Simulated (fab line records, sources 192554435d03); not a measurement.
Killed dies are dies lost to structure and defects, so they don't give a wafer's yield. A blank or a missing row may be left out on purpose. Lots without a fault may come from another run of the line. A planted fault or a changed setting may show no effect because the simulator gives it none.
fab line records | flow n5_finfet
record lots=6 wafers=18 last_day=19
route steps=1938 shown MOL_CONTACT_COAG@569 PASSIVATION@1936
lots that met no fault: from a run of the same line without faults
start_h: hours from the record's first day to the start of the lot's first wafer shown | wait_h: hours since the lot's step before | " the same as in the row above | L1.1+2: a row that stands for several wafers | - no value, or no start given | * or withheld: withheld | < > ~ a bound
route shown NAME@n: a module of which the file shows steps, and the number in the route of the first | usual: mean/standard deviation of fault-free wafers | same: alike in all rows | chamber/n: place in a boat | sites: the reading at each site | _std_site: their standard deviation | _edge_site: outer sites' mean less inner sites' | radius_mm: how far each site lies from the wafer's centre | mask NAME#n: copy n | behind: the tool/chamber that last shaped the wafer | hold: why the lot was held/for how many hours/how that ended | device: the transistor (n, p or np) that didn't switch | end of line: the same wafers' tests at the end of the route | a step without rows: its recipe alone | killed: dies lost to structure and defects at the first sort, not the wafer's yield | map: a wafer's dies, x killed, . not, _ none there
set.NAME: the setting as run; set.NAME@STEP: as run at that earlier step | model.NAME: the simulator's own value behind a step, which no gauge read
lots at some steps of the route; a table a step, a row a wafer
services: from which hour (start_h, from the record's first day; less than 0 if before it) a tool's chamber was out of use, for how many hours, and why
## steps
# step N5_MOL_CONTACT_COAG_SOFTBAKE_79
# recipe temp_c=110 time_s=60 resist=CAR-EUV
# step N5_MOL_CONTACT_COAG_EXPOSE_81
# recipe mask_id=VG na=0.33 source_shape=annular sigma_inner=0.3 sigma_outer=0.7 polarization=unpolarized defocus_nm=0 dose_mj=59.5
# step N5_MOL_CONTACT_COAG_PEB_82
# recipe peb_temp_c=100 peb_time_s=60 resist=CAR-EUV
# step N5_MOL_CONTACT_COAG_DEVELOP_83
# recipe develop_time_s=30 developer=TMAH resist=CAR-EUV rinse_liquid=surfactant_rinse dry=air_spin dev_temp_c=23
# step N5_MOL_CONTACT_COAG_CD_MEAS_84
# recipe target_cd_nm=25.1 landing_energy_ev=500 detector=se_inlens polarity=opening
# usual cd_nm=25.09/0.26
# columns lot.wafer tool chamber start_h wait_h cd_nm
L614.1 cd_sem-02 0 100.19 - 24.77
L614.2 " 0 " " 24.97
L614.6 " 0 " " 24.74
L618.2 cd_sem-02 0 126.29 - 25.18
L618.5 " 0 " " 24.86
L618.6 " 0 " " 25.19
L622.1 cd_sem-02 0 156.11 - 24.54
L622.2 " 0 " " 25.01
L622.4 " 0 " " 24.75
L628.1 cd_sem-03 0 191.97 - 25.58
L628.2 " 0 " " 25.09
L628.4 " 0 " " 25.42
L637.3 cd_sem-02 0 237.47 - 25.34
L637.4 " 0 " " 25.31
L637.5 " 0 " " 25.34
L636.2 cd_sem-02 0 241.76 - 25.16
L636.4 " 0 " " 25.09
L636.5 " 0 " " 24.92
# step N5_MOL_CONTACT_COAG_OVL_MEAS_85
# recipe points_per_wafer=522
# usual VG_OVL=0.1/0.7
# same points_per_wafer=522
# columns lot.wafer tool chamber start_h wait_h VG_OVL[nm]
L614.1 overlay-02 0 100.22 0.0 0.1
L614.2 " 0 " " -0.2
L614.6 " 0 " " -0.3
L618.2 overlay-01 0 126.33 0.0 1.0
L618.5 " 0 " " 2.0
L618.6 " 0 " " 0.1
L622.1 overlay-01 0 156.14 0.0 0.0
L622.2 " 0 " " -0.5
L622.4 " 0 " " -1.1
L628.1 overlay-01 0 192.00 0.0 1.0
L628.2 " 0 " " 0.5
L628.4 " 0 " " -0.3
L637.3 overlay-01 0 237.51 0.0 0.4
L637.4 " 0 " " -0.9
L637.5 " 0 " " 0.2
L636.2 overlay-01 0 241.80 0.0 -0.1
L636.4 " 0 " " 0.9
L636.5 " 0 " " -0.5
# step N5_MOL_CONTACT_COAG_INSPECT_57
# recipe mode=adi inspect_instrument=brightfield
# usual raw_defect_count=211/58
# columns lot.wafer tool chamber start_h wait_h raw_defect_count
L614.1 defect_inspect-02 - 100.28 0.1 195
L614.2 " - " " 256
L614.6 " - " " 189
L618.2 defect_inspect-01 - 126.38 0.0 211
L618.5 " - " " 187
L618.6 " - " " 227
L622.1 defect_inspect-02 - 156.20 0.1 165
L622.2 " - " " 137
L622.4 " - " " 182
L628.1 defect_inspect-02 - 192.06 0.1 192
L628.2 " - " " 224
L628.4 " - " " 167
L637.3 defect_inspect-02 - 237.55 0.0 254
L637.4 " - " " 173
L637.5 " - " " 259
L636.2 defect_inspect-02 - 241.85 0.0 200
L636.4 " - " " 153
L636.5 " - " " 142
# step N5_MOL_CONTACT_COAG_DESCUM_88
# recipe chemistry=O2 time_s=7 source_power_w=50 bias_power_w=20 pressure_mtorr=20 rf_frequency_hz=2.712e+07 temp_c=40 resist=CAR-EUV o2_flow_sccm=225
# usual chamber_pressure_mTorr=19.999/0.017 drypump_motor_current_A=5.8/0.39 oes_product_au=0.74/0.064 rf_vpp_V=243.5/1.1 showerhead_plenum_p_Torr=2.11/0.04 throttle_valve_pct=20.37/0.12
# same time_s=7
# columns lot.wafer tool chamber start_h wait_h chamber_pressure_mTorr drypump_motor_current_A oes_product_au rf_hours_counter_h rf_vpp_V showerhead_plenum_p_Torr throttle_valve_pct
L614.1 rie_diel-02 3 100.31 0.0 20.019 5.8 0.71 203 245.0 2.15 20.46
L614.2 " 2 " " 19.963 4.9 0.77 134 243.7 2.10 20.62
L614.6 " 0 " " 20.006 6.2 0.90 - 243.4 2.14 20.33
L618.2 rie_diel-04 0 127.07 0.7 19.986 6.0 0.69 210 241.9 2.07 20.27
L618.5 " 1 " " 19.990 5.3 0.71 - 243.9 2.15 20.32
L618.6 " 0 " " 20.019 6.0 0.70 - 244.2 2.07 20.27
L622.1 rie_diel-04 2 156.34 0.1 19.974 6.2 0.76 173 242.4 2.09 20.43
L622.2 " 3 " " 20.012 5.3 0.69 204 245.4 2.15 20.49
L622.4 " 3 " " 20.009 5.4 0.68 - 243.4 2.15 20.50
L628.1 rie_diel-05 0 192.29 0.2 19.997 6.2 0.75 134 242.9 2.10 20.46
L628.2 " 3 " " 20.007 5.5 0.75 172 245.8 2.17 20.30
L628.4 " 1 " " 19.995 6.3 0.86 45 241.2 2.04 20.15
L637.3 rie_diel-04 1 237.79 0.2 19.976 5.3 0.69 231 244.4 2.14 20.37
L637.4 " 2 " " 19.985 6.2 0.72 - 242.9 2.08 20.47
L637.5 " 1 " " 20.004 5.3 0.69 - 244.7 2.14 20.37
L636.2 rie_diel-04 3 241.95 0.1 20.005 5.4 0.66 237 242.9 2.14 20.54
L636.4 " 1 " " 20.007 5.3 0.68 232 244.5 2.14 20.37
L636.5 " 3 " " 19.993 5.3 0.66 - 243.8 2.14 20.54
# step N5_MOL_CONTACT_COAG_ETCH_89
# recipe chemistry=N2/H2 target=underlayer target_depth_a=130 mask_material=CAR-EUV time_s=10.4 ion_energy_ev=200 pressure_mtorr=30 source_w=840 bias_w=150 n2_flow_sccm=200 h2_flow_sccm=200 ends=cleared
# usual chamber_pressure_mTorr=30.00/0.032 drypump_motor_current_A=5.8/0.39 etch_rf_on_time_s=10.38/0.11 oes_product_au=0.63/0.053 rf_vpp_V=524.5/1.7 showerhead_plenum_p_Torr=2.56/0.054 throttle_valve_pct=17.81/0.17
# columns lot.wafer tool chamber start_h wait_h chamber_pressure_mTorr drypump_motor_current_A etch_rf_on_time_s oes_product_au rf_hours_counter_h rf_vpp_V showerhead_plenum_p_Torr throttle_valve_pct
L614.1 rie_diel-02 3 100.35 0.0 30.07 5.8 10.36 0.62 203 527.3 2.63 18.05
L614.2 " 2 " " 30.05 4.9 10.26 0.66 134 523.4 2.55 18.08
L614.6 " 0 " " 29.97 6.2 10.32 0.77 - 523.3 2.59 17.66
L618.2 rie_diel-04 0 127.10 0.0 29.99 6.0 10.37 0.59 210 522.3 2.52 17.81
L618.5 " 1 " " 30.01 5.4 10.38 0.60 - 527.3 2.63 17.81
L618.6 " 0 " " 30.05 6.0 10.22 0.59 - 521.7 2.52 17.80
L622.1 rie_diel-04 2 156.37 0.0 30.05 6.3 10.33 0.64 173 523.7 2.53 17.80
L622.2 " 3 " " 30.03 5.4 10.53 0.58 204 526.0 2.62 18.05
L622.4 " 3 " " 29.97 5.4 10.54 0.58 - 526.6 2.62 18.02
L628.1 rie_diel-05 0 192.32 0.0 29.99 6.1 10.34 0.64 134 524.6 2.55 17.86
L628.2 " 3 " " 29.96 5.5 10.47 0.63 172 527.9 2.64 17.77
L628.4 " 1 " " 29.97 6.3 10.24 0.73 45 521.4 2.48 17.44
L637.3 rie_diel-04 1 237.83 0.0 29.95 5.3 10.40 0.59 231 525.8 2.62 17.88
L637.4 " 2 " " 29.95 6.3 10.28 0.62 - 524.1 2.52 17.83
L637.5 " 1 " " 30.02 5.4 10.46 0.59 - 526.1 2.62 17.86
L636.2 rie_diel-04 3 241.99 0.0 30.00 5.3 10.37 0.57 237 526.2 2.61 18.10
L636.4 " 1 " " 30.01 5.3 10.40 0.59 232 525.6 2.62 17.87
L636.5 " 3 " " 30.02 5.4 10.53 0.57 - 526.4 2.61 18.10
# step N5_MOL_CONTACT_COAG_ETCH_90
# recipe chemistry=CF4 target=SiARC target_depth_a=130 mask_material=CAR-EUV time_s=21.7 ion_energy_ev=80 pressure_mtorr=40 source_w=545 bias_w=36 Ar_flow_sccm=100 cf4_flow_sccm=100 ends=cleared
# usual chamber_pressure_mTorr=40.00/0.036 drypump_motor_current_A=5.8/0.39 etch_rf_on_time_s=21.66/0.21 oes_product_au=0.63/0.053 rf_vpp_V=184.4/0.96 showerhead_plenum_p_Torr=2.16/0.043 throttle_valve_pct=15.60/0.14
# columns lot.wafer tool chamber start_h wait_h chamber_pressure_mTorr drypump_motor_current_A etch_rf_on_time_s oes_product_au rf_hours_counter_h rf_vpp_V showerhead_plenum_p_Torr throttle_valve_pct
L614.1 rie_diel-02 3 100.37 0.0 39.95 5.8 21.49 0.61 203 185.5 2.20 15.74
L614.2 " 2 " " 40.04 4.9 21.40 0.66 134 184.0 2.15 15.80
L614.6 " 0 " " 39.97 6.2 21.58 0.77 - 184.4 2.18 15.43
L618.2 rie_diel-04 0 127.12 0.0 39.96 6.0 21.50 0.59 210 185.1 2.12 15.55
L618.5 " 1 " " 40.01 5.3 21.84 0.61 - 185.6 2.21 15.58
L618.6 " 0 " " 39.99 6.0 21.38 0.59 - 183.7 2.12 15.54
L622.1 rie_diel-04 2 156.39 0.0 40.01 6.2 21.45 0.64 173 183.9 2.13 15.61
L622.2 " 3 " " 40.02 5.3 21.77 0.59 205 185.8 2.22 15.79
L622.4 " 3 " " 39.94 5.3 21.77 0.59 - 184.5 2.22 15.80
L628.1 rie_diel-05 0 192.34 0.0 39.99 6.1 21.59 0.63 134 182.9 2.15 15.63
L628.2 " 3 " " 40.03 5.5 21.75 0.63 172 185.1 2.22 15.60
L628.4 " 1 " " 40.02 6.3 21.47 0.73 45 184.4 2.10 15.32
L637.3 rie_diel-04 1 237.85 0.0 40.02 5.3 21.88 0.58 231 184.5 2.20 15.65
L637.4 " 2 " " 39.98 6.2 21.32 0.62 - 183.7 2.12 15.67
L637.5 " 1 " " 40.01 5.3 21.69 0.59 - 187.3 2.20 15.65
L636.2 rie_diel-04 3 242.01 0.0 39.97 5.4 21.97 0.57 237 185.0 2.20 15.87
L636.4 " 1 " " 40.02 5.3 22.05 0.58 232 185.7 2.20 15.65
L636.5 " 3 " " 39.98 5.3 21.95 0.58 - 186.2 2.21 15.87
# step N5_MOL_CONTACT_COAG_ALD_131
# recipe material=SiO2 target_thk_a=50 temp_c=100 ald_precursor_family=BDEAS ald_co_reactant=O2-plasma pulse_time_s=1 co_reactant_pulse_time_s=1 purge_time_s=2 co_reactant_purge_time_s=2 ald_cycles=35 pressure_torr=2
# usual heater_power_outer_w=38/4.1 heater_power_w=72/8 precursor_pulse_height_rel=1.002/0.017
# same pulse_time_s=1
# columns lot.wafer tool chamber start_h wait_h heater_power_outer_w heater_power_w precursor_pulse_height_rel
L614.1 ald_sin-02 2 100.45 0.1 35 60 1.044
L614.2 " 0 " " 36 73 1.040
L614.6 " 2 " " 33 60 0.981
L618.2 ald_sin-01 0 127.20 0.1 41 84 1.005
L618.5 " 2 " " 42 81 0.963
L618.6 " 3 " " 42 79 1.038
L622.1 ald_sin-02 2 156.47 0.1 34 60 0.987
L622.2 " 3 " " 37 71 1.008
L622.4 " 1 " " 47 90 1.008
L628.1 ald_sin-04 0 192.42 0.1 31 64 1.006
L628.2 " 1 " " 36 70 1.025
L628.4 " 3 " " 39 73 1.031
L637.3 ald_sin-02 2 238.09 0.2 33 61 0.991
L637.4 " 3 " " 38 72 1.007
L637.5 " 2 " " 34 60 1.017
L636.2 ald_sin-02 0 242.09 0.1 38 72 0.989
L636.4 " 2 " " 34 60 0.983
L636.5 " 3 " " 37 72 0.990
# step N5_MOL_CONTACT_COAG_ETCHBACK_132
# recipe chemistry=CHF3 target=SiO2 target_depth_a=100 time_s=6.7 ion_energy_ev=200 pressure_mtorr=30 source_w=610 bias_w=170 Ar_flow_sccm=200 CHF3_flow_sccm=50
# usual chamber_pressure_mTorr=30.001/0.028 drypump_motor_current_A=5.8/0.43 oes_product_au=0.73/0.055 rf_vpp_V=526/4.9 showerhead_plenum_p_Torr=2.40/0.046 throttle_valve_pct=18.73/0.14
# same time_s=6.7
# columns lot.wafer tool chamber start_h wait_h chamber_pressure_mTorr drypump_motor_current_A oes_product_au rf_hours_counter_h rf_vpp_V showerhead_plenum_p_Torr throttle_valve_pct
L614.1 rie_diel-04 3 100.62 0.1 30.056 5.4 0.69 193 514 2.47 18.85
L614.2 " 1 " " 29.997 5.3 0.70 189 530 2.47 18.67
L614.6 " 3 " " 29.955 5.3 0.69 - 517 2.47 18.88
L618.2 rie_diel-04 1 127.38 0.1 29.992 5.3 0.71 200 530 2.46 18.69
L618.5 " 2 " " 29.998 6.2 0.74 - 526 2.37 18.66
L618.6 " 3 " " 29.967 5.4 0.68 - 517 2.46 18.88
L622.1 rie_diel-04 2 156.74 0.2 30.030 6.2 0.75 173 527 2.37 18.70
L622.2 " 3 " " 29.985 5.3 0.69 205 515 2.46 18.89
L622.4 " 3 " " 30.025 5.3 0.69 - 516 2.46 18.89
L628.1 rie_diel-02 0 192.63 0.1 29.982 6.2 0.87 64 530 2.41 18.58
L628.2 " 1 " " 30.009 5.7 0.74 180 531 2.38 18.89
L628.4 " 2 " " 30.030 4.9 0.74 165 530 2.38 18.97
L637.3 rie_diel-05 1 238.31 0.1 30.000 6.3 0.84 63 528 2.32 18.45
L637.4 " 3 " " 29.985 5.5 0.72 191 523 2.46 18.70
L637.5 " 0 " " 29.939 6.1 0.73 - 522 2.38 18.79
L636.2 rie_diel-05 2 242.34 0.2 29.998 5.7 0.70 221 523 2.36 18.61
L636.4 " 1 " " 30.043 6.3 0.82 64 527 2.32 18.46
L636.5 " 1 " " 29.993 6.3 0.82 - 527 2.32 18.45
# step N5_MOL_CONTACT_COAG_ETCH_91
# recipe chemistry=N2/H2 target=SOC target_depth_a=600 overetch_a=210 mask_material=SiARC temp_c=40 time_s=101.2 ion_energy_ev=200 pressure_mtorr=30 source_w=840 bias_w=150 n2_flow_sccm=200 h2_flow_sccm=200
# usual chamber_pressure_mTorr=30.001/0.029 drypump_motor_current_A=5.8/0.43 oes_product_au=0.61/0.044 rf_vpp_V=524.5/1.5 showerhead_plenum_p_Torr=2.56/0.05 throttle_valve_pct=17.83/0.17
# columns lot.wafer tool chamber start_h wait_h chamber_pressure_mTorr drypump_motor_current_A oes_product_au rf_hours_counter_h rf_vpp_V showerhead_plenum_p_Torr throttle_valve_pct model.SiARC_of_MOL_CONTACT_COAG_COAT_76.thk_nm
L614.1 rie_diel-04 3 100.66 0.0 29.987 5.3 0.59 193 526.7 2.63 17.99 5.8
L614.2 " 1 " " 30.026 5.4 0.60 189 525.4 2.64 17.75 5.8
L614.6 " 3 " " 29.997 5.3 0.59 - 524.9 2.63 17.98 6
L618.2 rie_diel-04 1 127.42 0.0 30.020 5.4 0.68 200 525.9 2.63 17.80 6.8
L618.5 " 2 " " 30.027 6.2 0.72 - 523.3 2.53 17.78 6.6
L618.6 " 3 " " 30.020 5.4 0.67 - 525.8 2.62 17.99 6.8
L622.1 rie_diel-04 2 156.77 0.0 29.968 6.3 0.72 173 524.2 2.53 17.77 6.6
L622.2 " 3 " " 29.982 5.3 0.66 205 525.8 2.62 18.02 6.8
L622.4 " 3 " " 30.009 5.4 0.66 - 526.2 2.62 18.00 6.8
L628.1 rie_diel-02 0 192.66 0.0 30.025 6.2 0.71 64 524.5 2.57 17.69 5.8
L628.2 " 1 " " 30.018 5.7 0.61 180 524.1 2.54 17.94 5.6
L628.4 " 2 " " 30.024 4.9 0.62 165 522.5 2.54 18.11 5.8
L637.3 rie_diel-05 1 238.34 0.0 29.995 6.3 0.69 63 521.3 2.47 17.43 5.8
L637.4 " 3 " " 30.011 5.5 0.60 191 526.4 2.64 17.80 5.8
L637.5 " 0 " " 30.038 6.1 0.61 - 524.4 2.54 17.85 5.8
L636.2 rie_diel-05 2 242.37 0.0 29.979 5.7 0.59 221 523.3 2.51 17.69 5.8
L636.4 " 1 " " 30.050 6.3 0.70 64 522.4 2.47 17.45 5.6
L636.5 " 1 " " 30.019 6.3 0.69 - 522.9 2.47 17.44 5.6
# step N5_MOL_CONTACT_COAG_STRIP_92
# recipe chemistry=N2/H2 temp_c=40 n2_flow_sccm=200 h2_flow_sccm=200 rf_frequency_hz=6e+07
# step N5_PASSIVATION_PROBE_49
# usual killed_at_M0_to_M3=37/12 killed_at_M4_up=15/5.6 killed_at_contacts=13/6.9 killed_at_front_end=40/11 killed_at_other=4/3.2 killed_dies=109/20 killed_open=73/15 killed_short=35/8.3
# same gross_dies=1180 killed_at_back_side=0
# columns lot.wafer tool chamber start_h wait_h killed_at_M0_to_M3 killed_at_M4_up killed_at_contacts killed_at_front_end killed_at_other killed_dies killed_open killed_short
L618.2 prober-02 - 363.78 0.1 34 13 11 38 10 106 77 25
L618.6 prober-02 - 363.98 0.3 33 15 17 57 3 125 80 40
L622.2 prober-01 - 387.58 0.1 35 12 35 21 5 108 59 32
L622.4 prober-01 - 387.68 0.2 26 24 18 36 2 106 79 22
# killed by level:class
L618.2 STI_FIN_REVEAL:geometric_particle:open=14 BEOL_M2:geometric_particle:open=13 MOL_CONTACT_COAG:geometric_particle:open=7 BEOL_M1:geometric_particle:open=7 FIN_SAQP:geometric_particle:open=6 BEOL_M3:geometric_particle:open=4 BEOL_M4:geometric_particle:open=4 GATE_CUT:geometric_particle:open=3
L618.6 BEOL_M2:geometric_particle:open=15 FIN_SAQP:geometric_particle:open=13 FIN_SAQP:geometric_particle:short=11 MOL_CONTACT_COAG:geometric_particle:open=11 STI_FIN_REVEAL:geometric_particle:open=9 BEOL_M4:geometric_particle:open=6 GATE_CUT:geometric_particle:short=5 DUMMY_GATE:geometric_particle:open=4
L622.2 MOL_CONTACT_COAG:area_etch=16 MOL_CONTACT_COAG:geometric_particle:open=15 BEOL_M0_SAQP:geometric_particle:open=9 BEOL_M0_SAQP:geometric_particle:short=8 BEOL_M2:geometric_particle:open=6 BEOL_M3:geometric_particle:open=6 BEOL_M4:geometric_particle:open=6 FIN_SAQP:geometric_particle:short=5
L622.4 MOL_CONTACT_COAG:geometric_particle:open=13 STI_FIN_REVEAL:geometric_particle:open=11 BEOL_M4:geometric_particle:open=11 BEOL_M2:geometric_particle:open=9 FIN_SAQP:geometric_particle:open=5 BEOL_M3:geometric_particle:open=5 BEOL_M0_SAQP:geometric_particle:open=4 STARTING-WAFER:geometric_particle:open=4
## services
# columns tool chamber start_h hours kind
ald_sin-04 - 85.25 14.0 pm
ald_sin-04 0 85.25 14.0 vent_cycle
ald_sin-04 1 85.25 14.0 vent_cycle
ald_sin-04 2 85.25 17.0 vent_cycle
ald_sin-04 3 85.25 14.0 vent_cycle
rie_diel-02 - 91.19 4.7 repair
ald_sin-04 0 99.25 - clean
ald_sin-01 - 102.83 2.8 pm
ald_sin-04 - 113.38 14.6 pm
ald_sin-01 - 119.33 4.3 pm
ald_sin-04 - 133.53 6.0 pm
rie_diel-04 1 137.43 26.9 repair
rie_diel-04 - 140.31 15.6 pm
ald_sin-01 - 143.33 14.6 pm
rie_diel-02 - 187.57 0.5 repair
rie_diel-05 1 217.15 4.6 repair
rie_diel-02 1 217.15 5.2 repair
ald_sin-02 2 230.18 - calibration
rie_diel-04 3 230.56 7.6 repair
rie_diel-02 3 237.75 - clean
rie_diel-02 3 237.75 - consumable_replace:esc
rie_diel-02 3 237.75 - consumable_replace:focus_ring
rie_diel-02 3 237.75 29.9 scheduled_down
rie_diel-02 3 237.75 29.9 vent_cycle
## key
first_sign step=N5_MOL_CONTACT_COAG_ETCH_91 reading=oes_product_au direction=up sigmas=1.6 usual=0.61 struck=0.69 wafers_moved=2
effect none on later readings
model_effect step=N5_MOL_CONTACT_COAG_ETCH_91 value=SiARC_of_MOL_CONTACT_COAG_COAT_76.thk_nm without=5.9 struck=6.733
met_at N5_MOL_CONTACT_COAG_ETCH_91
struck_wafers L618.2,L618.5,L618.6,L622.1,L622.2,L622.4
tester_left_out L618,L622
onset_between 100.66 127.42
also_fits N5_MOL_CONTACT_COAG_ETCHBACK_132:rie_diel-04
earlier_fault kind=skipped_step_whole tool=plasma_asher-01 chamber=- onset_h=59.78 steps=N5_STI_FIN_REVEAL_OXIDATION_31 scope=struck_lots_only
fault kind=process_parameter_drift tool=rie_diel-04 chamber=- onset_h=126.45 steps=N5_MOL_CONTACT_COAG_ETCH_91 channel=target_depth_a offset=-168.64 shape=step acts_in=these_recipes_only stated=600
# tester_left_out: of these lots the tester's yield and bins aren't shown, on N5 and GAA mostly nor the transistor test; their killed dies are dies lost to structure and defects alone, not to doping, threshold or leakage, so they don't give the yield
